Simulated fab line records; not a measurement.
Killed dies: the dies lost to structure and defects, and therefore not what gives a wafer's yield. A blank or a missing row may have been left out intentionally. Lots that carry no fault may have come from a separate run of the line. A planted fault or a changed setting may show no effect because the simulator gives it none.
What tool caused it? ; flow nand-harc ; Sampling: 14 lots, 40 wafers, 6 of 1159 route steps

== WHAT THE GAUGES READ, wafer by wafer ==
NHARC_A_ONON_D1_THK_MEAS_11: measures by ellipsometry. Usual: 1000 nm for thk-nm, sd 8.4.
lot;measured;on;thk-nm (nm);flag
L135;day 7 20:11;film-metro-02;998 997 998;
L137;day 8 04:43;film-metro-02;999 1000 999;
L139;day 8 14:44;film-metro-02;996 995 997;
L138;day 8 14:49;film-metro-02;1008 1010 1008;
L140;day 8 14:46;film-metro-02;1007 1009 1007;
L141;day 9 01:53;film-metro-02;1014 1014 1014;
L144;day 9 16:59;film-metro-01;996 998 995;
L143;day 9 17:01;film-metro-01;994 997 997;
L147;day 10 14:07;film-metro-02;1013 1011 1012;
L150;day 11 09:49;film-metro-02;1006 1006;
L152;day 11 17:07;film-metro-01;1000 999;
L156;day 12 16:11;film-metro-02;989 989 989;
L157;day 13 10:51;film-metro-02;981 980 981;
L158;day 13 11:05;film-metro-01;1002 1003 1001;

NHARC_A_ONON_D1_THK_MEAS_18: measures by ellipsometry. Usual: 999 nm for thk-nm, sd 9.7.
lot;measured;on;thk-nm (nm);flag
L135;day 8 03:48;film-metro-02;1006 1006 1006;
L137;day 8 16:02;film-metro-01;989 990 992;
L139;day 8 23:53;film-metro-01;999 998 998;
L138;day 8 23:50;film-metro-01;983 984 985;
L140;day 8 23:50;film-metro-02;1013 1015 1013;
L141;day 9 10:51;film-metro-02;995 994 996;
L144;day 10 00:44;film-metro-02;1007 1008 1009;
L143;day 10 00:44;film-metro-01;981 981 981;
L147;day 11 01:39;film-metro-02;1013 1013 1012;
L150;day 11 18:03;film-metro-01;989 444;OFF
L152;day 12 00:47;film-metro-01;991 448;OFF
L156;day 13 00:40;film-metro-01;993 992 993;
L157;day 13 19:24;film-metro-02;1001 1003 1004;
L158;day 13 19:25;film-metro-02;997 997 996;

NHARC_END_SORT_01. Usual: killed-at-array 28, standard deviation 11; killed-at-other 0.6, standard deviation 0.85; killed-at-periphery 2.8, standard deviation 2.3; killed-dies 31, standard deviation 11; killed-open 3.1, standard deviation 1.6; killed-short 2.0, standard deviation 1.4.
lot;measured;on;killed-at-array;killed-at-other;killed-at-periphery;killed-dies;killed-open;killed-short;flag
L150;day 23 18:10;prober-02;23 674;0 0;2 3;25 677;5 4;3 1;OFF
L152;day 24 01:55;prober-02;13 671;0 0;4 6;17 677;4 7;3 1;OFF

== WHICH TOOL RAN EACH LOT (tool, then ch and the chambers of the sampled wafers, then the start) ==
lot;NHARC_P_BONDPAD_ETCH_37;NHARC_P_BONDPAD_PVD_17;NHARC_A_ONON_D1_DEP_16
L135;rie-diel-09 ch 0,2,3, day 6 19:01;pvd-sputter-03, day 7 20:11 or earlier;pecvd-onon-04 ch 0, day 8 03:17
L137;rie-diel-09 ch 2,3, day 6 21:52;pvd-sputter-01, day 8 04:43 or earlier;pecvd-onon-04 ch 0, day 8 15:38
L139;rie-diel-09 ch 1,2, day 7 09:45;pvd-sputter-01, day 8 14:44 or earlier;pecvd-onon-02 ch 0, day 8 23:25
L138;rie-diel-09 ch 0,2,3, day 7 10:49;pvd-sputter-02, day 8 14:49 or earlier;pecvd-onon-04 ch 0, day 8 23:23
L140;rie-diel-09 ch 0,1,3, day 7 11:20;pvd-sputter-01, day 8 14:46 or earlier;pecvd-onon-03 ch 0, day 8 23:20
L141;rie-diel-09 ch 0,3, day 7 21:50;pvd-sputter-02, day 9 01:53 or earlier;pecvd-onon-02 ch 0, day 9 10:27
L144;rie-diel-02 ch 0,1,3, day 8 12:15;pvd-sputter-01, day 9 16:59 or earlier;pecvd-onon-03 ch 0, day 10 00:14
L143;rie-diel-02 ch 1,3, day 8 13:04;pvd-sputter-03, day 9 17:01 or earlier;pecvd-onon-02 ch 0, day 10 00:17
L147;rie-diel-09 ch 1,2,3, day 9 11:44;pvd-sputter-01, day 10 14:07 or earlier;pecvd-onon-02 ch 0, day 11 01:12
L150;rie-diel-08 ch 2,3, day 10 04:34;pvd-sputter-03, day 11 09:49 or earlier;pecvd-onon-02 ch 0, day 11 17:43
L152;rie-diel-08 ch 2,3, day 10 12:08;pvd-sputter-01, day 11 17:07 or earlier;pecvd-onon-02 ch 0, day 12 00:27
L156;rie-diel-09 ch 0,1,2, day 11 09:07;pvd-sputter-02, day 12 16:11 or earlier;pecvd-onon-04 ch 0, day 13 00:10
L157;rie-diel-09 ch 1,3, day 12 05:34;pvd-sputter-01, day 13 10:51 or earlier;pecvd-onon-03 ch 0, day 13 18:53
L158;rie-diel-09 ch 0,3, day 12 06:20;pvd-sputter-02, day 13 11:05 or earlier;pecvd-onon-04 ch 0, day 13 18:54
- NHARC_P_BONDPAD_ETCH_37: etches the open film in N2/H2, target depth 60 nm, overetch 18 nm, time 65.91 s.
- NHARC_P_BONDPAD_PVD_17: deposits TaN, target thk 5 nm, time 8.06 s.
- NHARC_A_ONON_D1_DEP_16: target thk 1000 nm.

== WHAT THE TOOLS THEMSELVES READ (means of the sampled wafers that have a number; where no wafer has one, the mark that the record gives instead) ==
NHARC_P_BONDPAD_ETCH_37. Usual: drypump-motor-current-A 5.6 A, standard deviation 0.32; oes-product-au 0.999 a.u., standard deviation 0.0099; rf-vpp-V 430 V, standard deviation 3.1; showerhead-plenum-p-Torr 2.03 Torr, standard deviation 0.11; throttle-valve-pct 14.172 %, standard deviation 0.0092.
lot;tool;drypump-motor-current-A (A);oes-product-au (a.u.);rf-vpp-V (V);showerhead-plenum-p-Torr (Torr);throttle-valve-pct (%);flag
L135;rie-diel-09;5.6;0.997;429;1.98;14.167;
L137;rie-diel-09;5.7;1.009;427;1.92;14.173;
L139;rie-diel-09;5.7;1.000;431;2.10;14.177;
L138;rie-diel-09;5.6;1.015;429;1.98;14.166;
L140;rie-diel-09;5.6;1.003;431;2.07;14.178;
L141;rie-diel-09;5.5;1.000;430;2.03;14.176;
L144;rie-diel-02;5.6;0.996;431;2.03;14.175;
L143;rie-diel-02;6.1;0.993;427;1.95;14.167;
L147;rie-diel-09;5.7;0.999;430;2.01;14.175;
L150;rie-diel-08;5.8;1.007;429;2.00;14.171;
L152;rie-diel-08;5.8;1.000;430;2.00;14.180;
L156;rie-diel-09;5.6;0.997;430;2.06;14.173;
L157;rie-diel-09;5.7;1.010;432;2.11;14.162;
L158;rie-diel-09;5.5;1.003;429;1.98;14.176;

NHARC_P_BONDPAD_PVD_17. Usual: 30.0 % for throttle-valve-pct, sd 0.87.
lot;tool;throttle-valve-pct (%);flag
L135;pvd-sputter-03;30.5;
L137;pvd-sputter-01;30.0;
L139;pvd-sputter-01;29.9;
L138;pvd-sputter-02;29.9;
L140;pvd-sputter-01;30.2;
L141;pvd-sputter-02;30.1;
L144;pvd-sputter-01;29.9;
L143;pvd-sputter-03;29.3;
L147;pvd-sputter-01;29.7;
L150;pvd-sputter-03;29.4;
L152;pvd-sputter-01;29.2;
L156;pvd-sputter-02;30.4;
L157;pvd-sputter-01;30.0;
L158;pvd-sputter-02;30.0;

== THE ANSWER, worked out from the rows above alone ==
Rule: lot off if the mean of its wafers having a number is beyond 3 standard deviations from the usual mean. A lot without any number at a reading at which 4 lots or more have one is off too. Where the step has rows for the other lots, those lots are counted as sound. After the gauges, taken in route order, come the tools' own readings; for these a lot's mean is taken, as printed above. At the first step where some lot is off, the reading lying furthest off is the one used; lots without a number count as furthest.
Off: L150, L152, at NHARC_A_ONON_D1_THK_MEAS_18 (thk-nm).
If a tool, at a process step before that reading, ran all the lots that are off and no sound lot after the first of them, it fits. Not tried: the gauges at NHARC_A_ONON_D1_THK_MEAS_18; whatever is off there is also off at NHARC_END_SORT_01, on other tools, and gauge error can't account for it. With no start given for some of its lots, NHARC_P_BONDPAD_PVD_17 uses the hours and lot order of NHARC_A_ONON_D1_THK_MEAS_11. Can't be told from this: 2 tools fit, rie-diel-08 at NHARC_P_BONDPAD_ETCH_37, pecvd-onon-02 at NHARC_A_ONON_D1_DEP_16.

== WHAT WAS PUT IN BY THE SIMULATOR ==
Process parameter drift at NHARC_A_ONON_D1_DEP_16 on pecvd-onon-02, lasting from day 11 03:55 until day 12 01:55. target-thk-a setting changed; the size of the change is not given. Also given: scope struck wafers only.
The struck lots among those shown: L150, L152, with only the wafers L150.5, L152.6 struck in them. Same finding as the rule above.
